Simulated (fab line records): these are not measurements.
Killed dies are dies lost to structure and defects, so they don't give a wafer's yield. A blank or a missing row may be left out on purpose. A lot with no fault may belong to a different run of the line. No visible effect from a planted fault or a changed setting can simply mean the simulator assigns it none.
Comparing a struck lot with a sound one :: flow n5 finfet :: 14 out of 1938 route steps
Sound: wafers L805.1, L805.2, L805.6. Struck: wafer L811.3 (left out: L811.4, L811.5 of the same lot, which were not struck); the cause appears at the end.
Order at every step that has rows: each side's tool, ch and its chambers, its first start. Under that, the readings that differ: sound wafers :: struck wafers :: difference of the means :: sigmas: that difference in standard deviations of wafers without a fault.
alike: a reading whose means differ by less than 2 such deviations, as well as words and numbers matching on both sides. not compared: withheld readings; readings where some wafer has no value; bounds like >300 that might hide an equal value; numbers whose values overlap and for which the record gives no deviation.
The two part at a step that has a row with sigmas, a row that says differs or no value, or rows on one side only. Non-overlapping numbers with no deviation appear without sigmas and do not part them. A reading that every wafer of one side lacks parts them only if that side has two wafers or more.

N5_HKMG_FIN_INSPECT_28: inspects for defects (darkfield).
  sound on defect inspect-02 at day 6 01:23; struck on defect inspect-01 at day 7 03:17
  alike: raw defect count
N5_GATE_CUT_ETCHBACK_00: etches W in SF6/Cl2.
  sound on rie metal-03 ch 0,1, day 6 01:25; struck on rie metal-02 ch 1, day 7 03:22
reading: oes product au (a.u.)
sound: 0.70 0.81 0.70
struck: 0.95
difference: +0.21
sigmas: +2
  alike: drypump motor current A, throttle valve pct
  not compared: rf hours counter h
then, 1 step without rows for these wafers: N5_GATE_CUT_ETCH_56 (etches TiN in Cl2/Ar, target depth 21.6 nm).
N5_GATE_CUT_ETCHBACK_30: etches TiN in Cl2/Ar, target depth 3 nm.
  sound on rie metal-03 ch 0,1, day 6 01:37; struck on rie metal-02 ch 1, day 7 03:32
reading: oes product au (a.u.)
sound: 0.71 0.80 0.71
struck: 0.98
difference: +0.24
sigmas: +2
  alike: drypump motor current A, throttle valve pct
  not compared: rf hours counter h
then, 2 steps without rows for these wafers: N5_GATE_CUT_VAPOR_ETCH_60 (etches HfO2 in BCl3/Cl2); N5_GATE_CUT_ETCH_58 (etches SiNx in CH3F/O2, target depth 17 nm, time 128.6 s).
N5_GATE_CUT_STRIP_59: strips in N2/H2, time 20 s.
  sound on rie diel-05 ch 1,2,3, day 6 01:49; struck on rie diel-04 ch 3, day 7 03:43
  alike: drypump motor current A, n2 flow sccm, oes product au, rf vpp V, showerhead plenum p Torr, throttle valve pct
  not compared: rf hours counter h
then, 2 steps without rows for these wafers: N5_GATE_CUT_PRECLEAN_31 (cleans in DIW, time 300 s); N5_GATE_CUT_SRD_32 (time 30 s).
N5_GATE_CUT_SAC_CAP_01: material SiNx, target thk 24 nm, pulse time 1 s, ald cycles 480.
  sound on ald sin-03 ch 0,1,3, day 6 02:01; struck on ald sin-03 ch 3, day 7 03:56
reading: precursor pulse height rel
sound: 1.018 0.987 0.983
struck: 0.946
difference: -0.050
sigmas: -3
  alike: heater power w
N5_GATE_CUT_PECVD_57: deposits SiNx from SiH4/NH3/N2, target thk 21 nm.
  sound on pecvd-01 ch 0,1, day 6 04:13; struck on pecvd-03 ch 0, day 7 06:08
reading: heater power w (W)
sound: 842 829 867
struck: 559
difference: -287
sigmas: -3
  alike: showerhead plenum p Torr, showerhead vpp V, throttle valve pct
N5_GATE_CUT_CMP_02: polishes, stops on SiO2, t overpolish 12.7 s, target thk 0 nm.
  sound on cmp-02 ch 0,2, day 6 04:17; struck on cmp-02 ch 1, day 7 06:12
reading: time to endpoint s (s)
sound: 29.1 31.6 26.8
struck: 51.3
difference: +22.1
sigmas: +9
  alike: motor current A, overpolish run s, slurry flow ml min
-- here the record skips 4 days between the struck wafers' starts before and after, leaving off in module GATE_CUT and picking up in module BEOL_M4 (first step shown: number 1111 of the route) --
N5_BEOL_M4_RC_MEAS_101:
  sound on prober-02 ch 0, day 9 22:19; struck on prober-01 ch 0, day 10 22:16
reading: DIBL_N (mV/V)
sound: 40.1 38.9 39.9
struck: 34.5
difference: -5.1
sigmas: -3

reading: DIBL_P (mV/V)
sound: 40.3 38.8 39.2
struck: 33.6
difference: -5.8
sigmas: -3

reading: IOFF_N (nA/um)
sound: 0.224 0.185 0.214
struck: 0.121
difference: -0.087
sigmas: -3

reading: IOFF_P (nA/um)
sound: 0.27 0.25 0.26
struck: 0.18
difference: -0.08
sigmas: -3

reading: SS_P (mV/dec)
sound: 74.0 73.7 73.9
struck: 72.4
difference: -1.5
sigmas: -2
  alike: ION_N, ION_P, SS_N, VT_N, VT_P
N5_PASSIVATION_PROBE_49:
  the record holds rows for the sound wafers here (prober-01, day 14 05:02) but none for the struck ones

== WHERE THEY PART ==
At N5_GATE_CUT_ETCHBACK_00 first; at N5_PASSIVATION_PROBE_49 last (within this record only).

WHY: the cause the simulator had injected
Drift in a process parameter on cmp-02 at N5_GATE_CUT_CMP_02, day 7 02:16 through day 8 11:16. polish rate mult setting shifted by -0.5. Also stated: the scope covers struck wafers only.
